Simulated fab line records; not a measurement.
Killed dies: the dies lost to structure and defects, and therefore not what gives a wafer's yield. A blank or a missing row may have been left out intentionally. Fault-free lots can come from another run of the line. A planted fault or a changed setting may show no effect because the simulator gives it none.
fab line records -- flow n5_finfet
[record] lots = 10, wafers = 30, last_day = 19
route steps=1938 shown BEOL_M14@1768 BEOL_M15@1786
lots that met no fault: from a run of the same line without faults
start_h: hours from the record's opening day to when the first of the lot's shown wafers began -- wait_h: how many hours have passed since the lot's step before this one -- " same as the row above -- L1.1+2: a single row standing in for several wafers -- - no value, or no start was given -- * or withheld: withheld -- < > ~ a bound
route shown NAME@n: NAME is a module with steps in the file, n the number in the route of the first one -- usual: the fault-free wafers' mean and standard deviation -- same: alike in all rows -- chamber/n: place in a boat -- sites: per-site readings -- _std_site: the values' standard deviation -- _edge_site: mean of outer sites minus mean of inner sites -- radius_mm: how far each site lies from the wafer's centre -- mask NAME#n: copy n -- behind: the tool/chamber that last shaped the wafer -- hold: why the lot went on hold/how many hours it stayed there/how the hold came to an end -- device: which transistor (n, p or np) failed to switch -- end of line: tests of these same wafers at the route's end -- for a step that has no rows: nothing shown but its recipe -- killed: the dies lost at the first sort to structure and to defects; this is not the yield of the wafer -- map: per-die view of a wafer (x killed, . not killed, _ where there is no die)
set.NAME: the run value of the setting; set.NAME@STEP: its run value at that earlier step -- model.NAME: the simulator's own value behind a step, which no gauge read
route steps across a sampled set of lots; one table per step, one row per wafer
services: when a tool's chamber went out of use (start_h, in hours from the record's first day, below 0 if earlier), for how many hours, and the reason
[[steps]]
[step N5_BEOL_M14_THK_MEAS_50]
[recipe] thk_meas_gauge = xrf, reads = Cu_of_BEOL_M14_ECD_47
[usual] M14_THK = 574/10
lot.wafer,tool,chamber,start_h,wait_h,M14_THK[nm]
L898.2,film_metro-02,-,254.38,-,566
L898.3,film_metro-02,-,254.38,-,582
L898.5,film_metro-02,-,254.38,-,582
L900.1,film_metro-02,-,288.99,-,568
L900.3,film_metro-02,-,288.99,-,589
L900.4,film_metro-02,-,288.99,-,567
L903.3,film_metro-02,-,318.38,-,578
L903.5,film_metro-02,-,318.38,-,571
L903.6,film_metro-02,-,318.38,-,575
L904.2,film_metro-01,-,319.04,-,591
L904.4,film_metro-01,-,319.04,-,567
L904.5,film_metro-01,-,319.04,-,565
L906.2,film_metro-01,-,322.60,-,569
L906.3,film_metro-01,-,322.60,-,576
L906.4,film_metro-01,-,322.60,-,576
L912.2,film_metro-01,-,353.68,-,565
L912.3,film_metro-01,-,353.68,-,597
L912.4,film_metro-01,-,353.68,-,574
L914.2,film_metro-01,-,361.85,-,572
L914.5,film_metro-01,-,361.85,-,593
L914.6,film_metro-01,-,361.85,-,557
L913.1,film_metro-01,-,367.94,-,584
L913.3,film_metro-01,-,367.94,-,588
L913.6,film_metro-01,-,367.94,-,581
L916.1,film_metro-01,-,389.76,-,578
L916.2,film_metro-01,-,389.76,-,577
L916.3,film_metro-01,-,389.76,-,582
L918.4,film_metro-02,-,419.46,-,594
L918.5,film_metro-02,-,419.46,-,568
L918.6,film_metro-02,-,419.46,-,584
[step N5_BEOL_M15_DESCUM_15]
[recipe] chemistry = O2, time_s = 7.9, source_power_w = 50, bias_power_w = 20, pressure_mtorr = 20, rf_frequency_hz = 2.712e+07, temp_c = 40, o2_flow_sccm = 225
[usual] drypump_motor_current_A = 5.5/0.4, o2_flow_sccm = 225.0/0.71, oes_product_au = 0.80/0.084, rf_vpp_V = 243.0/1.2, showerhead_plenum_p_Torr = 2.08/0.051, throttle_valve_pct = 20.41/0.19
lot.wafer,tool,chamber,start_h,wait_h,drypump_motor_current_A,o2_flow_sccm,oes_product_au,rf_hours_counter_h,rf_vpp_V,showerhead_plenum_p_Torr,throttle_valve_pct
L898.2,rie_diel-06,3,255.21,0.0,5.2,226.7,0.96,17,242.0,2.05,20.40
L898.3,rie_diel-06,2,255.21,0.0,5.8,225.5,0.77,128,243.2,2.11,20.55
L898.5,rie_diel-06,2,255.21,0.0,5.8,224.8,0.76,-,242.0,2.11,20.56
L900.1,rie_diel-03,3,289.98,0.0,5.4,223.7,0.73,175,242.7,2.07,20.67
L900.3,rie_diel-03,1,289.98,0.0,5.1,225.0,0.80,112,244.0,2.11,20.27
L900.4,rie_diel-03,2,289.98,0.0,5.7,224.5,0.69,214,243.6,2.15,20.18
L903.3,rie_diel-06,1,319.21,0.0,5.7,226.3,0.87,43,244.8,2.22,20.29
L903.5,rie_diel-06,3,319.21,0.0,5.1,224.9,0.90,-,242.2,2.04,20.41
L903.6,rie_diel-06,2,319.21,0.0,5.8,226.6,0.75,-,241.8,2.10,20.59
L904.2,rie_diel-06,2,319.87,0.0,5.8,224.9,0.74,148,244.4,2.10,20.58
L904.4,rie_diel-06,3,319.87,0.0,5.1,225.3,0.90,37,241.4,2.04,20.44
L904.5,rie_diel-06,3,319.87,0.0,5.1,226.8,0.91,-,241.8,2.04,20.42
L906.2,rie_diel-06,3,323.61,0.1,5.2,224.5,0.91,38,242.8,2.04,20.43
L906.3,rie_diel-06,1,323.61,0.1,5.7,225.5,0.87,45,245.3,2.22,20.27
L906.4,rie_diel-06,2,323.61,0.1,5.8,224.1,0.74,149,243.9,2.10,20.56
L912.2,rie_diel-06,1,354.64,0.0,5.7,223.4,0.86,57,245.3,2.21,20.29
L912.3,rie_diel-06,3,354.64,0.0,5.2,226.4,0.88,51,243.4,2.04,20.45
L912.4,rie_diel-06,3,354.64,0.0,5.2,225.2,0.88,-,242.9,2.04,20.45
L914.2,rie_diel-06,3,362.69,0.0,5.2,224.3,0.88,54,244.0,2.04,20.45
L914.5,rie_diel-06,1,362.69,0.0,5.7,225.0,0.85,-,245.0,2.21,20.30
L914.6,rie_diel-06,0,362.69,0.0,5.4,225.8,1.00,-,243.6,2.06,20.36
L913.1,rie_diel-05,0,368.90,0.0,4.9,225.1,0.93,10,240.5,2.05,20.37
L913.3,rie_diel-05,1,368.90,0.0,4.9,225.2,0.80,116,242.2,2.02,20.28
L913.6,rie_diel-05,1,368.90,0.0,4.9,225.3,0.79,-,242.1,2.02,20.27
L916.1,rie_diel-06,3,390.82,0.0,5.2,224.4,0.86,63,244.5,2.04,20.46
L916.2,rie_diel-06,1,390.82,0.0,5.7,224.7,0.83,68,246.0,2.21,20.33
L916.3,rie_diel-06,0,390.82,0.0,5.4,225.5,0.94,12,243.1,2.06,20.36
L918.4,rie_diel-03,0,420.45,0.1,6.3,224.7,0.81,-,242.6,2.03,20.26
L918.5,rie_diel-03,1,420.45,0.1,5.1,224.4,0.76,-,242.4,2.09,20.33
L918.6,rie_diel-03,3,420.45,0.1,5.4,225.6,0.70,-,240.8,2.06,20.74
[step N5_BEOL_M15_VIA_ETCH_16]
[recipe] chemistry = C4F8/O2/Ar, target = SiO2, he_inner_torr = 15, he_outer_torr = 30, target_depth_a = 17922, time_s = withheld, ion_energy_ev = 800, pressure_mtorr = 20, source_w = 1905, bias_w = 2040, Ar_flow_sccm = 400, C4F8_flow_sccm = 16, O2_flow_sccm = 12, ends = cleared
[usual] drypump_motor_current_A = 5.5/0.4, oes_product_au = 0.72/0.076, rf_vpp_V = 2219/19, showerhead_plenum_p_Torr = 3.43/0.08, throttle_valve_pct = 30.90/0.21
lot.wafer,tool,chamber,start_h,wait_h,drypump_motor_current_A,oes_product_au,rf_vpp_V,showerhead_plenum_p_Torr,throttle_valve_pct
L898.2,rie_diel-06,3,255.30,0.0,5.1,0.84,2208,3.37,30.86
L898.3,rie_diel-06,2,255.30,0.0,5.8,0.69,2220,3.45,30.98
L898.5,rie_diel-06,2,255.30,0.0,5.8,0.69,2219,3.46,30.96
L900.1,rie_diel-03,3,290.06,0.0,5.4,0.66,2199,3.43,31.20
L900.3,rie_diel-03,1,290.06,0.0,5.2,0.71,2234,3.46,30.76
L900.4,rie_diel-03,2,290.06,0.0,5.8,0.62,2233,3.54,30.60
L903.3,rie_diel-06,1,319.30,0.0,5.7,0.79,2235,3.64,30.87
L903.5,rie_diel-06,3,319.30,0.0,5.2,0.81,2208,3.36,30.90
L903.6,rie_diel-06,2,319.30,0.0,5.8,0.68,2217,3.44,30.99
L904.2,rie_diel-06,2,319.96,0.0,5.8,0.67,2219,3.44,30.99
L904.4,rie_diel-06,3,319.96,0.0,5.2,0.82,2209,3.36,30.90
L904.5,rie_diel-06,3,319.96,0.0,5.2,0.81,2209,3.36,30.90
L906.2,rie_diel-06,3,323.70,0.0,5.2,0.80,2209,3.36,30.89
L906.3,rie_diel-06,1,323.70,0.0,5.8,0.78,2236,3.64,30.86
L906.4,rie_diel-06,2,323.70,0.0,5.8,0.66,2220,3.44,30.98
L912.2,rie_diel-06,1,354.72,0.0,5.7,0.76,2235,3.63,30.87
L912.3,rie_diel-06,3,354.72,0.0,5.2,0.79,2208,3.35,30.91
L912.4,rie_diel-06,3,354.72,0.0,5.2,0.78,2207,3.35,30.90
L914.2,rie_diel-06,1,362.77,0.0,5.7,0.77,2235,3.63,30.89
L914.5,rie_diel-06,0,362.77,0.0,5.4,0.90,2201,3.39,30.94
L914.6,rie_diel-06,1,362.77,0.0,5.8,0.76,2236,3.63,30.87
L913.1,rie_diel-05,0,368.99,0.0,4.9,0.85,2200,3.39,30.96
L913.3,rie_diel-05,1,368.99,0.0,4.9,0.72,2237,3.33,30.69
L913.6,rie_diel-05,1,368.99,0.0,4.9,0.72,2236,3.33,30.69
L916.1,rie_diel-06,3,390.91,0.0,5.2,0.77,2206,3.34,30.91
L916.2,rie_diel-06,1,390.91,0.0,5.7,0.75,2235,3.62,30.88
L916.3,rie_diel-06,0,390.91,0.0,5.4,0.84,2198,3.39,30.95
L918.4,rie_diel-03,0,420.64,0.1,6.3,0.73,2202,3.35,30.73
L918.5,rie_diel-03,1,420.64,0.1,5.1,0.67,2230,3.44,30.80
L918.6,rie_diel-03,3,420.64,0.1,5.4,0.62,2196,3.40,31.21
[step N5_BEOL_M15_STRIP_64]
[recipe] chemistry = O2, power_w = 600, temp_c = 60, pressure_mtorr = 30, rf_frequency_hz = 6e+07, bias_power_w = 0, overash_fraction = 0.3, o2_flow_sccm = 225
[usual] bias_power_w = 0/0, chamber_pressure_mTorr = 29.997/0.027, drypump_motor_current_A = 5.5/0.4, o2_flow_sccm = 224.9/0.69, oes_product_au = 0.80/0.084, rf_vpp_V = 3.7/0.49, showerhead_plenum_p_Torr = 2.09/0.051, throttle_valve_pct = 16.66/0.2
lot.wafer,tool,chamber,start_h,wait_h,bias_power_w,chamber_pressure_mTorr,drypump_motor_current_A,o2_flow_sccm,oes_product_au,rf_hours_counter_h,rf_vpp_V,showerhead_plenum_p_Torr,throttle_valve_pct
L898.2,rie_diel-06,3,255,-,0,29.984,5.2,225.0,0.96,17,3.6,2.06,16.59
L898.3,rie_diel-06,2,255,-,0,29.995,5.8,224.3,0.76,128,4.2,2.11,16.79
L898.5,rie_diel-06,2,255,-,0,29.971,5.9,225.7,0.76,-,3.8,2.11,16.80
L900.1,rie_diel-03,3,290,-,0,30.004,5.4,226.0,0.73,176,3.7,2.08,16.94
L900.3,rie_diel-03,1,290,-,0,30.005,5.1,225.6,0.79,112,4.0,2.11,16.51
L900.4,rie_diel-03,2,290,-,0,30.025,5.8,225.2,0.69,214,3.3,2.15,16.50
L903.3,rie_diel-06,1,319,-,-,-,-,-,-,-,-,-,-
L903.5,rie_diel-06,3,319,-,-,-,-,-,-,-,-,-,-
L903.6,rie_diel-06,2,319,-,-,-,-,-,-,-,-,-,-
L904.2,rie_diel-06,2,320,-,-,-,-,-,-,-,-,-,-
L904.4,rie_diel-06,3,320,-,-,-,-,-,-,-,-,-,-
L904.5,rie_diel-06,3,320,-,-,-,-,-,-,-,-,-,-
L906.2,rie_diel-06,3,323,-,-,-,-,-,-,-,-,-,-
L906.3,rie_diel-06,1,323,-,-,-,-,-,-,-,-,-,-
L906.4,rie_diel-06,2,323,-,-,-,-,-,-,-,-,-,-
L912.2,rie_diel-06,1,355,-,0,29.994,5.7,226.1,0.86,57,3.7,2.22,16.51
L912.3,rie_diel-06,3,355,-,0,30.001,5.2,223.8,0.88,52,5.0,2.04,16.66
L912.4,rie_diel-06,3,355,-,0,30.018,5.1,224.8,0.89,-,4.0,2.04,16.66
L914.2,rie_diel-06,0,363,-,0,29.924,5.4,225.8,0.98,2,3.9,2.06,16.55
L914.5,rie_diel-06,0,363,-,0,30.001,5.4,224.7,0.99,-,3.9,2.06,16.54
L914.6,rie_diel-06,3,363,-,0,30.039,5.1,225.0,0.88,-,3.5,2.04,16.65
L913.1,rie_diel-05,0,369,-,0,29.995,4.9,225.3,0.95,10,2.7,2.06,16.56
L913.3,rie_diel-05,1,369,-,0,29.944,4.9,224.2,0.80,117,4.0,2.02,16.53
L913.6,rie_diel-05,1,369,-,0,30.011,4.9,225.3,0.80,-,3.5,2.02,16.53
L916.1,rie_diel-06,3,391,-,0,30.020,5.1,225.5,0.86,63,3.8,2.04,16.68
L916.2,rie_diel-06,1,391,-,0,29.997,5.7,224.9,0.84,68,3.7,2.21,16.55
L916.3,rie_diel-06,0,391,-,0,29.999,5.4,223.9,0.94,12,3.1,2.06,16.56
L918.4,rie_diel-03,0,420,-,0,29.957,6.2,224.5,0.80,-,3.8,2.04,16.47
L918.5,rie_diel-03,1,420,-,0,29.990,5.2,225.1,0.75,-,4.5,2.09,16.60
L918.6,rie_diel-03,3,420,-,0,30.019,5.4,225.1,0.70,-,4.4,2.06,17.00
[[services]]
tool,chamber,start_h,hours,kind
rie_diel-06,0,235.18,4.9,repair
rie_diel-03,0,268.47,1.5,repair
rie_diel-05,0,280.12,21.8,repair
rie_diel-05,0,314.89,-,clean
rie_diel-05,0,314.89,-,consumable_replace:focus_ring
rie_diel-05,0,314.89,23.4,scheduled_down
rie_diel-05,0,314.89,23.4,vent_cycle
rie_diel-06,2,329.05,5.4,repair
rie_diel-06,0,337.33,-,clean
rie_diel-06,0,337.33,-,consumable_replace:focus_ring
rie_diel-06,0,337.33,17.5,scheduled_down
rie_diel-06,0,337.33,17.5,vent_cycle
rie_diel-05,2,354.62,15.6,repair
rie_diel-03,2,386.88,6.2,repair
rie_diel-05,3,389.90,4.8,repair
rie_diel-05,-,392.84,14.6,pm
rie_diel-06,0,395.14,6.6,repair
rie_diel-03,2,404.85,-,clean
rie_diel-03,2,404.85,-,consumable_replace:focus_ring
rie_diel-03,2,404.85,15.6,scheduled_down
rie_diel-03,2,404.85,15.6,vent_cycle
[[key]]
[first_sign] step = N5_BEOL_M15_STRIP_64, reading = tool_record, direction = missing
effect none on later readings
met_at N5_BEOL_M15_STRIP_64
struck_lots L903,L904,L906
not_acting_at N5_BEOL_M14_THK_MEAS_50,N5_BEOL_M15_DESCUM_15,N5_BEOL_M15_VIA_ETCH_16
onset_between 255 319
[fault] kind = skipped_step_whole, tool = rie_diel-06, chamber = -, onset_h = 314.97, steps = N5_BEOL_M15_STRIP_64, scope = struck_lots_only
